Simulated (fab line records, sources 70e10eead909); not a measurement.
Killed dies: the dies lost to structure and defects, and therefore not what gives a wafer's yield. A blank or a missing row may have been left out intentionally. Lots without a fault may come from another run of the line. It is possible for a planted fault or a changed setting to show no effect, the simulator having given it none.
fab line records	flow nand-harc
[record] lots = 13	wafers = 39	last-day = 33
route steps=1302 shown P_M2@329 END@1302
lots untouched by any fault: they come from a run of this same line in which no faults occurred
start-h: the number of hours between the record's first day and the start of the first shown wafer of the lot	wait-h: how many hours have passed since the lot's step before this one	" repeats the value in the row above	L1.1+2: a row that stands for several wafers	- no value present, or no start provided	* or withheld: withheld	< > ~ a bound
route shown NAME@n: NAME is a module with steps in the file, n the number in the route of the first one	usual: average and standard deviation across the fault-free wafers	same: alike in all rows	chamber/n: place in a boat	sites: per-site readings	_std_site: standard deviation across them	_edge_site: the outer-site mean with the inner-site mean subtracted	radius-mm: how far each site lies from the wafer's centre	mask NAME#n: copy n	behind: tool/chamber where the wafer was last shaped	hold: the reason the lot was held/the length of the hold in hours/how it ended	device: the transistor (n, p or np) that didn't switch	end of line: tests run on the same wafers once the route is complete	step lacking rows: just its recipe	killed: the dies lost at the first sort to structure and to defects; this is not the yield of the wafer	map: shows each die of a wafer: x if killed, . if not, _ if none is there
set.NAME: the run value of the setting; set.NAME@STEP: its run value at that earlier step	model.NAME: the simulator's own value behind a step, which no gauge read
a sample of lots followed through the steps of the route, with each step as a table and each wafer as a row
services: a tool's chamber out of use, with start hour (start-h, from the record's first day; less than 0 if before it), hours out, and reason
[[steps]]
[step NHARC_P_M2_OVL_MEAS_10]
[recipe] pitch-nm = 340
[usual] overlay-x-nm = -0.1/0.78	overlay-y-nm = 0.0/0.68
lot.wafer	tool	chamber	start-h	wait-h	overlay-x-nm	overlay-y-nm
L433.2	overlay-02	-	131.98	-	0.3	-0.4
L433.3	"	-	"	"	-0.3	-0.4
L433.5	"	-	"	"	-0.5	-0.5
L434.1	overlay-01	-	140.12	-	-1.8	0.4
L434.4	"	-	"	"	-2.1	0.3
L434.6	"	-	"	"	-1.2	0.2
L437.2	overlay-01	-	172.69	-	-0.6	0.8
L437.5	"	-	"	"	0.0	0.2
L437.6	"	-	"	"	-0.6	0.0
L438.3	overlay-01	-	186.50	-	0.3	0.8
L438.4	"	-	"	"	0.1	1.2
L438.5	"	-	"	"	-0.1	1.1
L440.2	overlay-02	-	207.36	-	1.6	-0.3
L440.4	"	-	"	"	0.8	-1.2
L440.5	"	-	"	"	0.9	-1.3
L443.1	overlay-02	-	233.32	-	1.0	1.3
L443.3	"	-	"	"	0.9	1.1
L443.6	"	-	"	"	1.5	1.4
L448.1	overlay-02	-	274.40	-	-0.6	0.5
L448.2	"	-	"	"	-0.2	0.2
L448.5	"	-	"	"	-0.9	0.5
L449.1	overlay-02	-	292.15	-	-0.7	-0.7
L449.3	"	-	"	"	-1.5	-0.6
L449.4	"	-	"	"	-1.3	-0.6
L450.2	overlay-02	-	300.79	-	-1.2	-0.2
L450.5	"	-	"	"	-1.2	0.6
L450.6	"	-	"	"	-0.6	0.1
L451.1	overlay-02	-	316.23	-	0.7	0.3
L451.2	"	-	"	"	0.3	0.3
L451.3	"	-	"	"	0.4	0.1
L452.2	overlay-01	-	317.35	-	-0.1	0.8
L452.3	"	-	"	"	0.7	0.0
L452.5	"	-	"	"	0.7	0.0
L455.1	overlay-02	-	350.85	-	1.0	-0.2
L455.5	"	-	"	"	1.1	0.0
L455.6	"	-	"	"	0.6	-0.2
L456.1	overlay-02	-	365.75	-	0.7	1.2
L456.3	"	-	"	"	0.5	1.3
L456.4	"	-	"	"	0.9	1.3
[step NHARC_P_M2_ETCH_15]
[recipe] target-depth-a = 1825	time-s = 91.2	c4f8-flow-sccm = withheld	ar-flow-sccm = 400	rf-w = 600	bias-w = 300	chemistry = C4F8/Ar
[usual] bias-w = 299.9/0.8	oes-product-au = 0.940/0.023	rf-vpp-V = 441.6/2.7
lot.wafer	tool	chamber	start-h	wait-h	bias-w	oes-product-au	rf-hours-counter-h	rf-vpp-V
L433.3	rie-diel-09	3	-	-	300.4	0.926	8.2	442.6
L433.2	"	0	"	"	299.0	0.927	8.0	443.0
L433.5	"	1	"	"	300.4	0.924	-	441.4
L434.1	rie-diel-08	2	-	-	301.2	0.936	4.9	442.6
L434.4	"	0	"	"	301.4	0.942	4.1	437.6
L434.6	"	2	"	"	301.5	0.942	-	445.0
L437.2	rie-diel-08	1	-	-	300.7	0.941	6.0	445.7
L437.6	"	2	"	"	300.7	0.940	-	442.1
L437.5	"	3	"	"	299.0	0.932	-	438.1
L438.3	rie-diel-09	0	-	-	300.6	0.934	0.6	443.3
L438.4	"	3	"	"	299.8	0.929	0.5	440.9
L438.5	"	1	"	"	299.7	0.922	-	442.0
L440.4	rie-diel-09	1	-	-	298.5	0.929	1.9	441.3
L440.2	"	2	"	"	300.9	0.921	1.3	443.9
L440.5	"	1	"	"	299.3	0.922	-	441.3
L443.1	rie-diel-03	0	-	-	300.0	0.912	5.5	441.0
L443.3	"	1	"	"	299.5	0.935	6.3	439.9
L443.6	"	1	"	"	299.8	0.944	-	437.9
L448.1	rie-diel-03	3	-	-	298.7	0.923	7.8	440.3
L448.2	"	0	"	"	300.3	0.924	7.9	440.0
L448.5	"	1	"	"	300.3	0.943	-	437.7
L449.1	rie-diel-09	3	-	-	300.2	0.914	5.8	441.1
L449.4	"	0	"	"	299.8	0.932	5.6	444.8
L449.3	"	1	"	"	300.8	0.912	5.9	440.3
L450.2	rie-diel-03	0	-	-	300.3	0.962	1.9	441.2
L450.6	"	0	"	"	300.6	0.964	-	441.1
L450.5	"	2	"	"	300.3	0.954	-	443.8
L451.1	rie-diel-08	2	-	-	300.0	0.967	5.3	443.8
L451.2	"	3	"	"	300.8	0.969	6.0	436.9
L451.3	"	0	"	"	300.7	0.973	5.7	437.1
L452.3	rie-diel-08	3	-	-	302.0	0.973	6.1	438.0
L452.2	"	0	"	"	299.6	0.995	5.7	436.6
L452.5	"	2	"	"	300.6	0.975	-	443.1
L455.1	rie-diel-09	2	-	-	299.5	0.911	1.1	443.1
L455.6	"	1	"	"	298.6	0.922	-	439.7
L455.5	"	2	"	"	298.3	0.911	-	442.5
L456.3	rie-diel-09	1	-	-	298.9	0.927	2.6	441.9
L456.4	"	2	"	"	298.1	0.907	1.9	443.1
L456.1	"	3	"	"	299.2	0.929	2.2	443.8
[step NHARC_P_M2_ECD_22]
[recipe] target-thk-a = 4000	bath-temp-c = 25	material = Cu
lot.wafer	tool	chamber	start-h	wait-h
L433.2+3+5	ecd-cu-02	0,1,1	133.45	-
L434.1+4+6	ecd-cu-01	1	141.67	-
L437.2+5+6	ecd-cu-02	0,1,0	174.22	-
L438.4+3+5	ecd-cu-02	0,1,0	188.07	-
L440.2+4+5	ecd-cu-02	1,1,0	208.83	-
L443.1+3+6	ecd-cu-01	0	234.80	-
L448.1+2+5	ecd-cu-02	1,0,1	276.31	-
L449.1+4+3	ecd-cu-02	0,0,1	293.63	-
L450.2+5+6	ecd-cu-01	1,1,0	302.30	-
L451.2+1+3	ecd-cu-02	1,0,0	317.70	-
L452.2+3+5	ecd-cu-01	0,1,0	318.87	-
L455.1+6+5	ecd-cu-02	1,1,0	352.33	-
L456.1+4+3	ecd-cu-02	1,1,0	367.22	-
[step NHARC_P_M2_CMP_23]
[recipe] t-overpolish-s = 20	target-thk-nm = 144.3
[usual] edge-zone-pressure-frac = 0.999/0.0049	motor-current-A = 11.8/1.1	time-to-endpoint-s = 29.0/2.1
lot.wafer	tool	chamber	start-h	wait-h	edge-zone-pressure-frac	motor-current-A	time-to-endpoint-s
L433.3	cmp-02	0	134.20	-	0.999	12.2	29.1
L433.2	"	2	"	"	0.998	11.9	27.6
L433.5	"	3	"	"	1.000	10.5	29.8
L434.1	cmp-01	3	142.34	-	1.001	11.0	28.4
L434.4	"	0	"	"	1.001	11.1	27.8
L434.6	"	3	"	"	1.005	11.5	27.9
L437.2	cmp-01	3	174.90	-	0.998	11.8	31.4
L437.6	"	3	"	"	0.993	11.7	27.5
L437.5	"	0	"	"	1.001	10.5	32.5
L438.3	cmp-03	0	188.70	-	0.999	14.0	28.1
L438.4	"	2	"	"	1.005	12.4	48.4
L438.5	"	1	"	"	1.001	12.0	28.6
L440.2	cmp-02	2	209.55	-	0.996	11.1	27.5
L440.4	"	0	"	"	0.997	12.6	52.4
L440.5	"	3	"	"	0.996	10.2	29.2
L443.1	cmp-01	3	235.55	-	0.996	11.4	28.6
L443.3	"	1	"	"	1.008	13.3	28.6
L443.6	"	2	"	"	0.995	11.7	26.2
L448.2	cmp-01	2	277.12	-	1.005	12.1	28.8
L448.1	"	3	"	"	0.992	11.9	29.3
L448.5	"	1	"	"	0.995	13.8	29.1
L449.3	cmp-03	3	294.36	-	0.993	11.8	28.1
L449.4	"	1	"	"	1.000	12.2	29.9
L449.1	"	2	"	"	1.005	12.9	25.6
L450.2	cmp-02	1	303.11	-	1.008	12.7	25.6
L450.5	"	2	"	"	1.006	11.4	25.1
L450.6	"	3	"	"	0.995	9.9	29.5
L451.1	cmp-03	3	318.42	-	1.005	12.1	28.7
L451.2	"	0	"	"	0.994	13.4	30.6
L451.3	"	2	"	"	0.994	12.4	25.9
L452.3	cmp-02	3	319.60	-	1.004	9.5	28.9
L452.2	"	1	"	"	0.996	11.9	26.3
L452.5	"	3	"	"	0.998	9.8	29.3
L455.1	cmp-02	3	353.05	-	0.999	10.0	30.5
L455.5	"	3	"	"	1.003	10.0	29.1
L455.6	"	0	"	"	1.000	11.3	30.9
L456.1	cmp-01	3	367.95	-	1.001	11.8	31.2
L456.3	"	0	"	"	0.995	10.3	29.8
L456.4	"	2	"	"	1.008	12.1	29.5
[step NHARC_P_M2_PRE_CLEAN_32]
[recipe] time-s = 12	temp-c = 370	rf-power-w = 300	gas = NH3
[usual] heater-power-w = 603/75
lot.wafer	tool	chamber	start-h	wait-h	heater-power-w
L433.3	pecvd-04	0	134.73	0.1	603
L433.2	"	1	"	"	629
L433.5	"	1	"	"	633
L434.1	pecvd-04	2	142.91	0.1	510
L434.6	"	0	"	"	516
L434.4	"	2	"	"	483
L437.2	pecvd-02	2	175.43	0.1	596
L437.6	"	0	"	"	701
L437.5	"	1	"	"	667
L438.3	pecvd-04	0	189.24	0.1	583
L438.5	"	1	"	"	644
L438.4	"	2	"	"	456
L440.2	pecvd-01	1	210.12	0.1	502
L440.5	"	2	"	"	591
L440.4	"	0	"	"	596
L443.1	pecvd-01	2	236.06	0.1	587
L443.3	"	1	"	"	521
L443.6	"	2	"	"	609
L448.1	pecvd-01	2	277.61	0.1	622
L448.2	"	1	"	"	460
L448.5	"	2	"	"	618
L449.1	pecvd-04	0	294.90	0.1	548
L449.3	"	1	"	"	578
L449.4	"	2	"	"	488
L450.2	pecvd-02	1	303.68	0.2	681
L450.5	"	1	"	"	678
L450.6	"	2	"	"	644
L451.1	pecvd-04	0	318.96	0.1	580
L451.3	"	1	"	"	606
L451.2	"	2	"	"	483
L452.2	pecvd-02	0	320.10	0.1	721
L452.3	"	1	"	"	644
L452.5	"	2	"	"	569
L455.1	pecvd-02	2	353.59	0.1	608
L455.5	"	2	"	"	626
L455.6	"	1	"	"	689
L456.1	pecvd-04	1	368.70	0.3	663
L456.3	"	0	"	"	537
L456.4	"	0	"	"	540
[step NHARC_END_SORT_01]
[recipe] temp-c = 25
[usual] defect-limited-yield = 90.8/2.5	killed-at-array = 58/17	killed-at-other = 1.0/1.4	killed-at-periphery = 3.6/2.4	killed-dies = 62/17	killed-open = 3.4/2	killed-short = 2.2/1.6
[same] gross-dies = 677
lot.wafer	tool	chamber	start-h	wait-h	defect-limited-yield[%]	killed-at-array	killed-at-other	killed-at-periphery	killed-dies	killed-open	killed-short
L434.1	prober-01	0	572.82	2.5	92.0	50	0	4	54	1	3
L434.4	prober-01	0	575.23	3.4	91.9	53	0	2	55	2	4
L434.6	prober-01	0	576.83	4.0	92.2	51	0	2	53	1	1
L433.2	prober-01	0	581.43	2.8	90.4	62	1	2	65	5	3
L433.3	prober-01	0	582.23	3.1	90.7	54	7	2	63	0	4
L433.5	prober-01	0	583.84	3.7	86.4	85	5	2	92	3	4
L437.2	prober-01	0	599.78	2.8	89.5	68	0	3	71	2	3
L437.5	prober-01	0	602.17	3.7	90.8	58	2	2	62	4	1
L437.6	prober-01	0	602.96	4.0	89.7	70	0	0	70	2	0
L438.3	prober-02	0	627.44	3.1	90.8	58	1	3	62	4	0
L438.4	prober-02	0	628.23	3.4	89.7	64	0	6	70	5	5
L438.5	prober-02	0	629.02	3.6	89.4	69	0	3	72	4	3
L440.2	prober-01	0	641.99	2.8	90.5	54	0	10	64	9	5
L440.4	prober-01	0	643.64	3.5	90.7	60	0	3	63	4	2
L440.5	prober-01	0	644.46	3.8	89.4	65	0	7	72	6	1
L443.1	prober-01	0	657.38	2.5	92.2	48	1	4	53	1	3
L443.3	prober-01	0	658.95	3.1	90.4	60	1	4	65	4	3
L443.6	prober-01	0	661.30	3.9	91.3	56	0	3	59	5	3
L449.1	prober-02	0	709.60	2.5	96.2	23	0	3	26	1	1
L449.3	prober-02	0	711.22	3.1	95.9	22	0	6	28	2	3
L449.4	prober-02	0	712.03	3.4	95.9	18	2	8	28	5	4
L448.1	prober-01	0	709.62	2.5	88.6	72	1	4	77	7	3
L448.2	prober-01	0	710.41	2.8	89.2	68	0	5	73	4	2
L448.5	prober-01	0	712.79	3.7	91.1	57	1	2	60	2	2
L451.1	prober-02	0	739.11	2.5	92.5	50	0	1	51	2	1
L451.2	prober-02	0	739.91	2.8	91.6	53	1	3	57	3	3
L451.3	prober-02	0	740.71	3.1	92.6	46	1	3	50	0	1
L452.2	prober-01	0	739.85	2.8	91.7	51	0	5	56	3	3
L452.3	prober-01	0	740.66	3.1	91.6	52	1	4	57	7	2
L452.5	prober-01	0	742.27	3.7	91.6	54	0	3	57	4	1
L450.2	prober-01	0	747.73	2.8	85.5	94	3	1	98	4	1
L450.5	prober-01	0	750.11	3.7	84.5	102	1	2	105	1	1
L450.6	prober-01	0	750.91	4.0	85.7	93	0	4	97	2	2
L455.1	prober-02	0	777.36	2.5	90.8	58	1	3	62	4	5
L455.5	prober-02	0	780.53	3.7	91.0	61	0	0	61	7	0
L455.6	prober-02	0	781.32	4.0	91.3	55	1	3	59	4	1
L456.1	prober-02	0	792.28	2.6	88.6	72	0	5	77	5	5
L456.3	prober-02	0	793.90	3.1	88.0	79	0	2	81	2	2
L456.4	prober-02	0	794.70	3.4	88.3	77	0	2	79	4	4
// killed by level:class
L434.1 A_CHANNEL_HOLE_D1:chamber-film-flake=31 A_CHANNEL_HOLE_D2:chamber-film-flake=9 P_GATE:chamber-film-flake=3 A_ONON_D2:geometric-particle:short=2 A_SLIT:chamber-film-flake=2 A_WL_FILL:chamber-film-flake=2 A_CHANNEL_FILL_D1:geometric-particle:short=1 A_SGD_CUT:geometric-particle:open=1
L434.4 A_CHANNEL_HOLE_D1:chamber-film-flake=26 A_SLIT:chamber-film-flake=8 A_CHANNEL_HOLE_D2:chamber-film-flake=6 A_WL_FILL:chamber-film-flake=3 A_STAIRCASE:chamber-film-flake=2 A_ONON_D1:geometric-particle:short=1 A_CHANNEL_FILL_D1:geometric-particle:short=1 A_ONON_D2:geometric-particle:short=1
L434.6 A_CHANNEL_HOLE_D1:chamber-film-flake=26 A_CHANNEL_HOLE_D2:chamber-film-flake=14 A_SLIT:chamber-film-flake=4 A_STAIRCASE:chamber-film-flake=2 A_SGD_CUT:chamber-film-flake=2 A_CONTACT:chamber-film-flake=2 P_M0:geometric-particle:open=1 A_ONON_D1:geometric-particle:short=1
L433.2 A_CHANNEL_HOLE_D1:chamber-film-flake=27 A_SLIT:chamber-film-flake=19 A_CONTACT:chamber-film-flake=5 A_CHANNEL_HOLE_D2:chamber-film-flake=4 A_CHANNEL_FILL_D2:geometric-particle:open=2 P_GATE:geometric-particle:open=1 P_M2:geometric-particle:open=1 A_DECK1_JOINT:geometric-particle:short=1
L433.3 A_CHANNEL_HOLE_D1:chamber-film-flake=20 A_SLIT:chamber-film-flake=20 A_CONTACT:chamber-film-flake=7 THIN_TSV:chamber-film-flake=7 A_CHANNEL_HOLE_D2:chamber-film-flake=3 A_STAIRCASE:chamber-film-flake=2 P_GATE:geometric-particle:short=1 P_M1:geometric-particle:short=1
L433.5 A_CHANNEL_HOLE_D1:chamber-film-flake=32 A_SLIT:chamber-film-flake=28 A_CONTACT:chamber-film-flake=9 A_CHANNEL_HOLE_D2:chamber-film-flake=7 THIN_TSV:chamber-film-flake=5 A_DECK1_JOINT:geometric-particle:short=2 P_M0:geometric-particle:open=1 A_CHANNEL_FILL_D1:geometric-particle:open=1
L437.2 A_CHANNEL_HOLE_D2:chamber-film-flake=34 A_CHANNEL_HOLE_D1:chamber-film-flake=24 A_CHANNEL_FILL_D1:geometric-particle:short=2 A_CHANNEL_FILL_D2:geometric-particle:open=2 P_GATE:chamber-film-flake=2 A_CONTACT:chamber-film-flake=2 A_WL_FILL:geometric-particle:short=1 P_ZERO_WELL:chamber-film-flake=1
L437.5 A_CHANNEL_HOLE_D2:chamber-film-flake=25 A_CHANNEL_HOLE_D1:chamber-film-flake=18 A_CONTACT:chamber-film-flake=5 A_CHANNEL_FILL_D1:geometric-particle:open=2 A_CHANNEL_FILL_D2:geometric-particle:open=2 P_GATE:chamber-film-flake=2 A_ZERO_WELL:chamber-film-flake=2 A_STAIRCASE:chamber-film-flake=2
L437.6 A_CHANNEL_HOLE_D2:chamber-film-flake=31 A_CHANNEL_HOLE_D1:chamber-film-flake=27 A_STAIRCASE:chamber-film-flake=5 A_CONTACT:chamber-film-flake=3 A_CHANNEL_HOLE_D2:geometric-particle:open=1 A_CONTACT:geometric-particle:open=1 A_CHANNEL_FILL_D1:chamber-film-flake=1 A_CHANNEL_FILL_D2:chamber-film-flake=1
L438.3 A_CHANNEL_HOLE_D2:chamber-film-flake=23 A_CHANNEL_HOLE_D1:chamber-film-flake=21 A_CONTACT:chamber-film-flake=6 A_WL_FILL:chamber-film-flake=4 P_ZERO_WELL:chamber-film-flake=2 P_M2:geometric-particle:open=1 A_DECK1_JOINT:geometric-particle:open=1 A_M0:geometric-particle:open=1
L438.4 A_CHANNEL_HOLE_D2:chamber-film-flake=24 A_CHANNEL_HOLE_D1:chamber-film-flake=20 A_STAIRCASE:chamber-film-flake=7 A_CONTACT:chamber-film-flake=3 A_CHANNEL_FILL_D2:geometric-particle:short=2 P_ZERO_WELL:chamber-film-flake=2 A_M1:chamber-film-flake=2 P_STI:geometric-particle:open=1
L438.5 A_CHANNEL_HOLE_D1:chamber-film-flake=31 A_CHANNEL_HOLE_D2:chamber-film-flake=24 P_ZERO_WELL:chamber-film-flake=2 A_STAIRCASE:chamber-film-flake=2 A_M1:chamber-film-flake=2 A_CHANNEL_FILL_D1:geometric-particle:short=1 A_CHANNEL_FILL_D1:geometric-particle:open=1 A_CHANNEL_FILL_D2:geometric-particle:open=1
L440.2 A_SLIT:chamber-film-flake=32 A_CHANNEL_HOLE_D2:chamber-film-flake=6 A_STAIRCASE:chamber-film-flake=4 P_M0:geometric-particle:short=2 A_BLC:geometric-particle:open=2 P_BONDPAD:chamber-film-flake=2 A_CHANNEL_HOLE_D1:chamber-film-flake=2 P_CONTACT:geometric-particle:short=1
L440.4 A_SLIT:chamber-film-flake=32 A_CHANNEL_HOLE_D2:chamber-film-flake=5 A_STAIRCASE:chamber-film-flake=5 A_WL_FILL:chamber-film-flake=3 A_CHANNEL_HOLE_D1:chamber-film-flake=2 A_DECK1_JOINT:chamber-film-flake=2 A_CHANNEL_FILL_D2:chamber-film-flake=2 A_CONTACT:chamber-film-flake=2
L440.5 A_SLIT:chamber-film-flake=32 A_CHANNEL_HOLE_D2:chamber-film-flake=11 A_STAIRCASE:chamber-film-flake=8 A_CHANNEL_HOLE_D1:chamber-film-flake=5 A_CHANNEL_FILL_D2:geometric-particle:open=2 P_ZERO_WELL:chamber-film-flake=2 P_BONDPAD:chamber-film-flake=2 A_CHANNEL_FILL_D2:chamber-film-flake=2
L443.1 A_SLIT:chamber-film-flake=27 A_CHANNEL_HOLE_D1:chamber-film-flake=7 A_CONTACT:chamber-film-flake=5 P_CONTACT:chamber-film-flake=2 A_STAIRCASE:chamber-film-flake=2 A_ONON_D1:geometric-particle:open=1 A_ONON_D2:geometric-particle:short=1 A_CHANNEL_FILL_D2:geometric-particle:short=1
L443.3 A_SLIT:chamber-film-flake=39 A_ZERO_WELL:chamber-film-flake=5 P_CONTACT:chamber-film-flake=3 A_CHANNEL_HOLE_D1:chamber-film-flake=3 A_STAIRCASE:chamber-film-flake=3 A_CONTACT:chamber-film-flake=3 P_M0:geometric-particle:open=1 A_ONON_D1:geometric-particle:short=1
L443.6 A_SLIT:chamber-film-flake=32 A_CHANNEL_HOLE_D1:chamber-film-flake=6 A_CHANNEL_HOLE_D2:chamber-film-flake=3 A_STAIRCASE:chamber-film-flake=3 P_CONTACT:chamber-film-flake=2 A_DECK1_JOINT:chamber-film-flake=2 P_GATE:geometric-particle:open=1 A_ONON_D1:geometric-particle:short=1
L449.1 A_CHANNEL_HOLE_D1:chamber-film-flake=13 A_SLIT:chamber-film-flake=3 A_CONTACT:chamber-film-flake=3 P_GATE:chamber-film-flake=2 A_CHANNEL_FILL_D1:chamber-film-flake=2 P_M0:geometric-particle:short=1 A_WL_FILL:geometric-particle:open=1 A_CHANNEL_HOLE_D2:chamber-film-flake=1
L448.1 A_SLIT:chamber-film-flake=38 A_CHANNEL_HOLE_D1:chamber-film-flake=12 A_CHANNEL_HOLE_D2:chamber-film-flake=5 A_CONTACT:chamber-film-flake=4 A_CHANNEL_FILL_D1:chamber-film-flake=3 A_ONON_D1:geometric-particle:open=2 P_M0:chamber-film-flake=2 P_M0:geometric-particle:open=1
L448.2 A_SLIT:chamber-film-flake=35 A_CHANNEL_HOLE_D1:chamber-film-flake=15 A_CHANNEL_FILL_D1:chamber-film-flake=4 P_GATE:chamber-film-flake=3 A_CONTACT:chamber-film-flake=3 A_CHANNEL_FILL_D1:geometric-particle:short=2 A_CHANNEL_HOLE_D2:chamber-film-flake=2 A_CHANNEL_FILL_D2:chamber-film-flake=2
L449.3 A_CHANNEL_HOLE_D1:chamber-film-flake=12 A_SLIT:chamber-film-flake=3 A_CONTACT:chamber-film-flake=3 P_STI:chamber-film-flake=2 P_GATE:chamber-film-flake=2 P_M0:geometric-particle:short=1 A_ONON_D1:geometric-particle:short=1 A_CHANNEL_HOLE_D1:geometric-particle:open=1
L449.4 A_CHANNEL_HOLE_D1:chamber-film-flake=7 P_STI:chamber-film-flake=4 A_SLIT:chamber-film-flake=3 A_CHANNEL_HOLE_D1:geometric-particle:open=2 A_WL_FILL:geometric-particle:open=2 P_GATE:chamber-film-flake=2 A_ONON_D1:geometric-particle:short=1 A_CHANNEL_HOLE_D1:geometric-particle:short=1
L448.5 A_SLIT:chamber-film-flake=33 A_CHANNEL_HOLE_D1:chamber-film-flake=10 A_CHANNEL_HOLE_D2:chamber-film-flake=6 A_CONTACT:chamber-film-flake=4 P_CONTACT:geometric-particle:short=1 A_ONON_D1:geometric-particle:short=1 A_DECK1_JOINT:geometric-particle:open=1 P_M0:chamber-film-flake=1
L451.1 A_CHANNEL_HOLE_D1:chamber-film-flake=29 A_CONTACT:chamber-film-flake=8 A_SLIT:chamber-film-flake=6 A_WL_FILL:chamber-film-flake=2 A_CHANNEL_FILL_D1:geometric-particle:open=1 A_CHANNEL_FILL_D2:geometric-particle:open=1 A_WL_FILL:geometric-particle:short=1 P_STI:chamber-film-flake=1
L452.2 A_SLIT:chamber-film-flake=28 A_CONTACT:chamber-film-flake=7 A_CHANNEL_HOLE_D1:chamber-film-flake=6 P_GATE:chamber-film-flake=4 A_ONON_D1:geometric-particle:short=2 A_ZERO_WELL:chamber-film-flake=2 A_DECK1_JOINT:chamber-film-flake=2 P_M0:geometric-particle:open=1
L451.2 A_CHANNEL_HOLE_D1:chamber-film-flake=35 A_CONTACT:chamber-film-flake=6 A_SLIT:chamber-film-flake=3 A_CHANNEL_FILL_D2:geometric-particle:short=2 P_M0:geometric-particle:open=1 A_ONON_D1:geometric-particle:open=1 A_M0:geometric-particle:open=1 A_M1:geometric-particle:short=1
L452.3 A_SLIT:chamber-film-flake=25 A_CHANNEL_HOLE_D1:chamber-film-flake=7 A_CONTACT:chamber-film-flake=7 P_GATE:chamber-film-flake=3 A_ONON_D2:geometric-particle:short=2 P_GATE:geometric-particle:open=1 A_CHANNEL_FILL_D1:geometric-particle:open=1 A_CHANNEL_FILL_D2:geometric-particle:open=1
L451.3 A_CHANNEL_HOLE_D1:chamber-film-flake=31 A_CONTACT:chamber-film-flake=7 A_SLIT:chamber-film-flake=5 P_GATE:chamber-film-flake=3 A_CHANNEL_FILL_D2:geometric-particle:short=1 A_DECK1_JOINT:chamber-film-flake=1 A_CHANNEL_HOLE_D2:chamber-film-flake=1 THIN_TSV:chamber-film-flake=1
L452.5 A_SLIT:chamber-film-flake=29 A_CHANNEL_HOLE_D1:chamber-film-flake=12 A_CONTACT:chamber-film-flake=6 A_CHANNEL_FILL_D1:geometric-particle:open=2 P_ZERO_WELL:chamber-film-flake=2 A_DECK1_JOINT:geometric-particle:short=1 A_CHANNEL_FILL_D2:geometric-particle:open=1 A_M1:geometric-particle:open=1
L450.2 A_SLIT:chamber-film-flake=37 A_CHANNEL_HOLE_D1:chamber-film-flake=24 A_CHANNEL_HOLE_D2:chamber-film-flake=24 A_STAIRCASE:chamber-film-flake=2 THIN_TSV:chamber-film-flake=2 A_ONON_D1:geometric-particle:open=1 A_ONON_D1:geometric-particle:short=1 A_CHANNEL_FILL_D1:geometric-particle:open=1
L450.5 A_SLIT:chamber-film-flake=38 A_CHANNEL_HOLE_D2:chamber-film-flake=30 A_CHANNEL_HOLE_D1:chamber-film-flake=29 P_M2:chamber-film-flake=2 A_CONTACT:chamber-film-flake=2 A_CHANNEL_HOLE_D1:geometric-particle:short=1 A_WL_FILL:geometric-particle:open=1 A_ZERO_WELL:chamber-film-flake=1
L450.6 A_SLIT:chamber-film-flake=37 A_CHANNEL_HOLE_D1:chamber-film-flake=27 A_CHANNEL_HOLE_D2:chamber-film-flake=18 P_GATE:chamber-film-flake=3 A_WL_FILL:chamber-film-flake=2 A_ZERO_WELL:chamber-film-flake=2 A_CONTACT:chamber-film-flake=2 P_M0:geometric-particle:open=1
L455.1 A_SLIT:chamber-film-flake=30 A_CHANNEL_HOLE_D2:chamber-film-flake=14 A_CONTACT:chamber-film-flake=6 P_M0:geometric-particle:open=1 A_CHANNEL_HOLE_D1:geometric-particle:short=1 A_DECK1_JOINT:geometric-particle:short=1 A_CHANNEL_FILL_D2:geometric-particle:short=1 A_WL_FILL:geometric-particle:open=1
L455.5 A_CHANNEL_HOLE_D2:chamber-film-flake=26 A_SLIT:chamber-film-flake=21 A_CONTACT:chamber-film-flake=3 A_M1:geometric-particle:open=3 A_STAIRCASE:chamber-film-flake=3 A_CHANNEL_FILL_D1:geometric-particle:open=1 A_DECK1_JOINT:geometric-particle:open=1 A_ONON_D2:geometric-particle:open=1
L455.6 A_CHANNEL_HOLE_D2:chamber-film-flake=27 A_SLIT:chamber-film-flake=16 A_STAIRCASE:chamber-film-flake=7 A_ONON_D2:geometric-particle:open=2 P_GATE:chamber-film-flake=2 A_CONTACT:chamber-film-flake=2 P_BONDPAD:geometric-particle:open=1 A_WL_FILL:geometric-particle:open=1
L456.1 A_SLIT:chamber-film-flake=35 A_CHANNEL_HOLE_D1:chamber-film-flake=9 A_CONTACT:chamber-film-flake=9 A_CHANNEL_HOLE_D2:chamber-film-flake=4 A_CHANNEL_FILL_D1:geometric-particle:short=3 P_M1:chamber-film-flake=2 A_STAIRCASE:chamber-film-flake=2 P_M2:geometric-particle:open=1
L456.3 A_SLIT:chamber-film-flake=30 A_CHANNEL_HOLE_D1:chamber-film-flake=22 A_CONTACT:chamber-film-flake=13 A_STAIRCASE:chamber-film-flake=3 P_M1:chamber-film-flake=2 A_DECK1_JOINT:chamber-film-flake=2 A_CHANNEL_HOLE_D2:geometric-particle:short=1 A_SGD_CUT:geometric-particle:short=1
L456.4 A_SLIT:chamber-film-flake=27 A_CHANNEL_HOLE_D1:chamber-film-flake=22 A_CONTACT:chamber-film-flake=12 A_CHANNEL_FILL_D2:geometric-particle:short=3 A_STAIRCASE:chamber-film-flake=3 A_ZERO_WELL:chamber-film-flake=2 P_M1:chamber-film-flake=2 A_CHANNEL_FILL_D1:geometric-particle:open=1
[[services]]
tool	chamber	start-h	hours	kind
cmp-01	-	142.79	3.2	repair
rie-diel-09	-	143.43	9.0	pm
cmp-02	-	144.74	4.0	pm
pecvd-04	2	145.47	6.3	repair
cmp-02	-	154.69	0.4	repair
cmp-02	-	157.93	0.6	repair
cmp-02	-	176.02	1.0	repair
cmp-01	-	186.96	4.0	pm
cmp-01	-	190.99	4.0	repair
cmp-01	-	212.22	1.4	repair
rie-diel-09	2	234.89	4.7	repair
cmp-01	-	242.45	5.5	repair
cmp-02	-	242.74	4.0	pm
ecd-cu-02	-	244.00	8.0	pm
cmp-01	-	250.74	1.3	repair
pecvd-04	-	269.45	13.0	pm
cmp-01	-	274.69	2.0	repair
rie-diel-09	2	281.81	2.0	repair
cmp-01	-	284.85	0.9	repair
cmp-01	-	285.76	4.0	pm
cmp-01	-	293.93	2.0	repair
cmp-01	-	300.79	0.8	repair
cmp-01	-	318.81	1.4	repair
rie-diel-09	-	320.43	9.0	pm
[[key]]
[first-sign] step = NHARC_P_M2_CMP_23	reading = time-to-endpoint-s	direction = up	sigmas = 10	usual = *	struck = *
effect none on later readings
met-at NHARC_P_M2_ECD_22
struck-lots L438,L440
struck-wafers L438.4,L440.4
not-acting-at NHARC_P_M2_OVL_MEAS_10,NHARC_P_M2_ETCH_15,NHARC_P_M2_PRE_CLEAN_32
onset-between 174.22 188.07
[fault] kind = process-parameter-drift	tool = ecd-cu-02	chamber = -	onset-h = 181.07	steps = NHARC_P_M2_ECD_22	channel = target-thk-a	offset = *	shape = step	end-h = 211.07	scope = struck-wafers-only	acts-in = *	stated = *
